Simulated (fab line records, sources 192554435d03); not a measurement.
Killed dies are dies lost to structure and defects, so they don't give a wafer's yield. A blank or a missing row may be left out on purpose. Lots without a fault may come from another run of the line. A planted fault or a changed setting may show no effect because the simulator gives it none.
Which tool was responsible? | flow n5_finfet | 30 wafers from 10 lots sampled at 4 of the route's 1938 steps

## WHAT THE GAUGES READ, wafer by wafer
N5_BEOL_M4_RC_MEAS_101.
lot  | measured     | on        | DIBL_N (mV/V)  | DIBL_P (mV/V)  | IOFF_N (nA/um)    | IOFF_P (nA/um)    | IOFF_P_LONG (nA/um)        | ION_N (uA/um) | ION_P (uA/um) | SS_N (mV/dec)  | SS_P (mV/dec)  | VT_N (mV)         | VT_N_LVT (mV)     | VT_P (mV)      | VT_P_LONG (mV)
L644 | day 7 14:26  | prober-02 | 36.5 36.3 37.5 | 36.8 36.4 37.9 | 0.157 0.153 0.178 | 0.199 0.198 0.220 | 9.6e-05 9.7e-05 0.0001     | 672 673 685   | 464 459 469   | 71.7 71.1 71.9 | 72.9 73.6 72.6 | 250.5 251.6 249.3 | 99.9 99.9 96.8    | -252 -250 -250 | -277 -280 -278
L647 | day 8 20:08  | prober-01 | 34.5 34.6 34.0 | 35.1 34.9 34.1 | 0.138 0.140 0.121 | 0.196 0.194 0.177 | 0.000103 9.9e-05 0.000107  | 682 670 664   | 470 465 456   | 70.4 70.7 70.3 | 73.4 72.7 72.9 | 250.0 251.1 253.0 | 101.1 100.3 102.6 | -249 -251 -254 | -275 -274 -277
L648 | day 9 07:53  | prober-02 | 35.7 37.4 37.0 | 36.0 38.4 37.4 | 0.144 0.182 0.166 | 0.215 0.245 0.222 | 0.000109 0.000101 0.000103 | 671 678 666   | 463 469 464   | 71.6 70.9 71.0 | 73.4 74.0 73.7 | 251.6 246.6 249.5 | 100.5 96.9 99.0   | -249 -247 -248 | -277 -275 -276
L652 | day 10 17:23 | prober-02 | 35.4 36.1 35.5 | 35.1 35.5 35.5 | 0.155 0.165 0.158 | 0.235 0.245 0.257 | 0.000114 0.000119 0.000114 | 679 683 671   | 473 477 474   | 71.8 71.8 71.6 | 73.3 73.4 73.4 | 247.3 248.0 248.7 | 97.0 97.0 97.9    | -246 -244 -244 | -270 -273 -273
L653 | day 10 08:52 | prober-01 | 37.3 35.2 35.7 | 38.1 36.1 36.5 | 0.192 0.156 0.164 | 0.255 0.230 0.228 | 0.000109 0.000109 0.000113 | 688 674 676   | 467 461 467   | 71.8 71.5 71.1 | 74.0 73.6 72.9 | 248.3 248.8 248.3 | 96.2 99.3 97.6    | -245 -245 -249 | -273 -273 -273
L655 | day 11 13:34 | prober-01 | 36.6 38.8 36.9 | 36.4 38.4 35.9 | 0.183 0.227 0.169 | 0.156 0.189 0.154 | 8.5e-05 8.7e-05 8.6e-05    | 693 683 683   | 452 455 454   | 71.1 72.0 72.0 | 73.1 73.8 73.3 | 243.8 244.7 250.7 | 84.2 81.7 86.3    | -259 -258 -260 | -286 -287 -287
L656 | day 11 21:41 | prober-01 | 36.9 35.9 39.0 | 36.8 35.4 38.9 | 0.153 0.141 0.201 | 0.139 0.123 0.165 | 8e-05 7.9e-05 7.7e-05      | 667 669 686   | 447 446 451   | 71.9 71.6 72.4 | 73.6 72.1 73.3 | 250.2 250.9 247.1 | 88.6 88.4 86.0    | -260 -262 -260 | -287 -285 -288
L663 | day 12 20:55 | prober-02 | 35.8 35.6 34.0 | 36.8 36.4 34.9 | 0.170 0.158 0.139 | 0.225 0.217 0.197 | 0.000118 0.000113 0.000113 | 678 681 679   | 472 469 467   | 71.5 71.2 70.5 | 73.3 73.2 73.4 | 245.8 249.6 247.4 | 96.8 99.9 99.2    | -248 -248 -249 | -274 -272 -272
L666 | day 14 17:31 | prober-02 | 36.7 36.6 37.7 | 36.1 35.9 38.0 | 0.170 0.166 0.184 | 0.206 0.199 0.240 | 0.000103 0.0001 0.000105   | 676 676 690   | 466 461 471   | 71.5 70.6 72.1 | 73.0 73.5 73.9 | 247.0 250.3 245.6 | 97.2 95.9 96.5    | -251 -252 -249 | -278 -277 -274
L667 | day 14 10:47 | prober-02 | 35.4 36.9 37.4 | 33.4 35.5 36.0 | 0.128 0.159 0.164 | 0.159 0.188 0.199 | 9.5e-05 9.4e-05 9.9e-05    | 657 673 674   | 451 459 458   | 70.9 71.7 71.9 | 72.4 72.8 73.6 | 252.2 250.4 249.7 | 102.0 98.0 97.4   | -254 -251 -252 | -278 -278 -277

## WHICH TOOL RAN EACH LOT (tool, then ch and the chambers of the sampled wafers, then the start)
lot  | N5_HKMG_FIN_RTA_80              | N5_BEOL_M4_ANNEAL_82         | N5_BEOL_M4_SPUTTER_88
L644 | rtp_anneal-01 ch 0, day 4 04:08 | pvd_sputter-01, day 7 10:02  | pvd_sputter-01, day 7 10:45
L647 | rtp_anneal-02 ch 0, day 4 21:04 | pvd_sputter-02, day 8 17:20  | pvd_sputter-02, day 8 17:42
L648 | rtp_anneal-02 ch 0, day 5 16:44 | pvd_sputter-02, day 9 05:29  | pvd_sputter-02, day 9 05:51
L652 | rtp_anneal-02 ch 0, day 6 00:06 | pvd_sputter-03, day 10 14:44 | pvd_sputter-03, day 10 15:05
L653 | rtp_anneal-02 ch 0, day 6 07:50 | pvd_sputter-01, day 10 04:41 | pvd_sputter-01, day 10 05:25
L655 | rtp_anneal-02 ch 0, day 6 16:46 | pvd_sputter-03, day 11 11:11 | pvd_sputter-03, day 11 11:33
L656 | rtp_anneal-02 ch 0, day 7 08:59 | pvd_sputter-01, day 11 18:53 | pvd_sputter-01, day 11 19:14
L663 | rtp_anneal-01 ch 0, day 8 21:08 | pvd_sputter-01, day 12 18:33 | pvd_sputter-01, day 12 18:55
L666 | rtp_anneal-01 ch 0, day 9 20:13 | pvd_sputter-03, day 14 14:45 | pvd_sputter-03, day 14 15:05
L667 | rtp_anneal-01 ch 0, day 9 23:17 | pvd_sputter-01, day 14 08:04 | pvd_sputter-01, day 14 08:25
- N5_HKMG_FIN_RTA_80: time 2 s.
- N5_BEOL_M4_ANNEAL_82: time 240 s.
- N5_BEOL_M4_SPUTTER_88: material Cu, target thk 4.5 nm, time 8.29 s.

## WHAT THE TOOLS THEMSELVES READ (means of the sampled wafers that have a number; where no wafer has one, the mark that the record gives instead)
N5_BEOL_M4_ANNEAL_82.
lot  | tool           | heater_power_w (W)
L644 | pvd_sputter-01 | 763
L647 | pvd_sputter-02 | 857
L648 | pvd_sputter-02 | 781
L652 | pvd_sputter-03 | 868
L653 | pvd_sputter-01 | 766
L655 | pvd_sputter-03 | 841
L656 | pvd_sputter-01 | 847
L663 | pvd_sputter-01 | 831
L666 | pvd_sputter-03 | 843
L667 | pvd_sputter-01 | 825

N5_BEOL_M4_SPUTTER_88.
lot  | tool           | chuck_sensor_temp_C (C) | throttle_valve_pct (%)
L644 | pvd_sputter-01 | -16.0                   | 29.7
L647 | pvd_sputter-02 | -15.8                   | 31.7
L648 | pvd_sputter-02 | -16.1                   | 30.7
L652 | pvd_sputter-03 | -15.5                   | 30.1
L653 | pvd_sputter-01 | -16.3                   | 30.6
L655 | pvd_sputter-03 | -15.9                   | 30.3
L656 | pvd_sputter-01 | -16.3                   | 31.1
L663 | pvd_sputter-01 | -15.8                   | 29.1
L666 | pvd_sputter-03 | -15.6                   | 30.6
L667 | pvd_sputter-01 | -15.7                   | 29.8

## THE ANSWER, worked out from the rows above alone
Rule: the usual values come from the lots themselves. Put in order of their means at a reading, lots are off if they are a third of the lots or fewer, leave a main group of 4 or more, and stand apart from it by a gap of 3 or more times the standard deviation of the main group's means; of several such gaps the widest counts. A main group whose means are all the same, to the digits that the tables above print for the reading, isn't used. Also off: a lot with no number at a reading for which 4 or more lots have one. Where the step has rows for the other lots, those lots are counted as sound. The gauges are gone through in route order, then the tools' own readings, and for those a lot's mean is taken as printed above. At the first step where some lot is off, the reading lying furthest off is the one used; lots without a number count as furthest.
Off: L655, L656, seen at N5_BEOL_M4_RC_MEAS_101 (VT_N_LVT). The main group: mean 98.5 mV, standard deviation 1.4.
If a tool, at a process step before that reading, ran all the lots that are off and no sound lot after the first of them, it fits. The gauges at N5_BEOL_M4_RC_MEAS_101 are tried like those tools. Undecided on this evidence; 2 tools fit (rtp_anneal-02 at N5_HKMG_FIN_RTA_80, prober-01 at N5_BEOL_M4_RC_MEAS_101).

## WHAT WAS PUT IN BY THE SIMULATOR
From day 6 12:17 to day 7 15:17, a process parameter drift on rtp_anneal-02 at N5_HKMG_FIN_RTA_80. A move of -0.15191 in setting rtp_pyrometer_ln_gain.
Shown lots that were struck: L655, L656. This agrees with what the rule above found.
